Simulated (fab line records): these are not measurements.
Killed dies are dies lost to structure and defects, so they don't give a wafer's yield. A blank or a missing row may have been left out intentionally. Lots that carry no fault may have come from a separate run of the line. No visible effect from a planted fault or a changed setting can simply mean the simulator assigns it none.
A single fault, viewed from 2 desks | flow n5Finfet | each desk has only its own numbers; what lay behind them comes last

## FROM THE METROLOGY DESK
What the gauges read, lot by lot, whatever tool the lot ran on: means of the sampled wafers that have a number. The brackets show how far a lot's mean lies from the usual mean; more than 4 standard deviations puts the lot out of limits, marked OUT. It has 10 readings; the 7 that lie furthest out on some lot are the ones shown.
Columns: A = DIBL_N at N5_BEOL_M4_RC_MEAS_101, usual 36.0 mV/V; B = DIBL_P at N5_BEOL_M4_RC_MEAS_101, usual 36.3 mV/V; C = IOFF_N at N5_BEOL_M4_RC_MEAS_101, usual 0.16 nA/um; D = IOFF_P at N5_BEOL_M4_RC_MEAS_101, usual 0.21 nA/um; E = ION_P at N5_BEOL_M4_RC_MEAS_101, usual 461 uA/um; F = VT_N at N5_BEOL_M4_RC_MEAS_101, usual 250 mV; G = VT_P at N5_BEOL_M4_RC_MEAS_101, usual -250.9 mV
lot  | first seen here | A    | B    | C    | D    | E   | F   | G
L964 | day 7 15:56     | 39.1 | 38.5 | 0.22 | 0.28 | 470 | 246 | -244.6
L966 | day 8 23:30     | 36.9 | 38.3 | 0.19 | 0.23 | 468 | 248 | -247.7
L968 | day 9 10:52     | 35.6 | 36.1 | 0.16 | 0.19 | 462 | 250 | -250.7
L970 | day 9 23:12     | 34.6 | 35.9 | 0.14 | 0.19 | 463 | 252 | -252.3
L969 | day 10 02:00    | 34.2 | 34.7 | 0.12 | 0.17 | 457 | 254 | -253.8
L972 | day 10 05:17    | 38.5 | 40.7 | 0.21 | 0.24 | 465 | 244 | -251.3
L982 | day 12 22:46    | 36.6 | 37.5 | 0.15 | 0.22 | 466 | 253 | -249.8
L985 | day 14 04:22    | 36.0 | 34.9 | 0.14 | 0.20 | 458 | 248 | -252.1
L987 | day 14 06:26    | 38.1 | 37.2 | 0.17 | 0.22 | 461 | 249 | -250.7
Result from this desk: across the 9 lots, nothing is out of limits.

## THE TOOL OWNER'S DESK: rieDiel-02
The tool's own readings at N5_GATE_CUT_ETCH_36 (etches SiARC in CF4, target depth 13 nm, time 21.7 s): means of the sampled wafers that have a number, for each lot that ran on this tool. The brackets show how far a lot's mean lies from the usual mean; more than 4 standard deviations puts the lot out of limits, marked OUT.
Columns: A = drypumpMotorCurrentA at N5_GATE_CUT_ETCH_36, usual 5.7 A; B = etchRfOnTimeS at N5_GATE_CUT_ETCH_36, usual 21.9 s; C = mfcArSccm at N5_GATE_CUT_ETCH_36, usual 100.1 sccm; D = oesProductAu at N5_GATE_CUT_ETCH_36, usual 0.65 a.u.; E = rfVppV at N5_GATE_CUT_ETCH_36, usual 184.1 V; F = showerheadPlenumPTorr at N5_GATE_CUT_ETCH_36, usual 2.14 Torr; G = throttleValvePct at N5_GATE_CUT_ETCH_36, usual 15.67 %
lot  | first seen here | A   | B               | C     | D    | E     | F    | G
L969 | day 5 21:46     | 6.0 | 22.1            | 100.0 | 0.61 | 184.3 | 2.15 | 15.72
L970 | day 6 00:43     | 6.0 | 22.2            | 100.1 | 0.60 | 185.3 | 2.15 | 15.72
L972 | day 6 13:24     | 5.5 | 19.6 (-5.3) OUT | 100.3 | 0.70 | 184.0 | 2.12 | 15.85
L987 | day 10 07:40    | 5.5 | 21.6            | 100.3 | 0.69 | 183.2 | 2.12 | 15.71
Finding of this desk: L972 out of limits; the first was L972 at day 6 13:24, on etchRfOnTimeS at N5_GATE_CUT_ETCH_36. L969, L970, L987 stayed within limits.

## BROUGHT TOGETHER
The tool owner's desk could have raised an alarm at day 6 13:24, on L972.
Metrology desk: nothing out of limits seen.
The metrology desk has L972 on record, within its limits.
Every lot named ran N5_GATE_CUT_ETCH_36 on rieDiel-02.

## WHAT THE SIMULATOR PUT IN
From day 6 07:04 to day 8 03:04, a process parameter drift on rieDiel-02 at N5_GATE_CUT_ETCH_36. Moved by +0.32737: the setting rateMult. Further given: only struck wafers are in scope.
Lots struck among those shown: L972.
Each desk's first reading out of limits, in hours after the fault started: the tool owner's desk, 6.
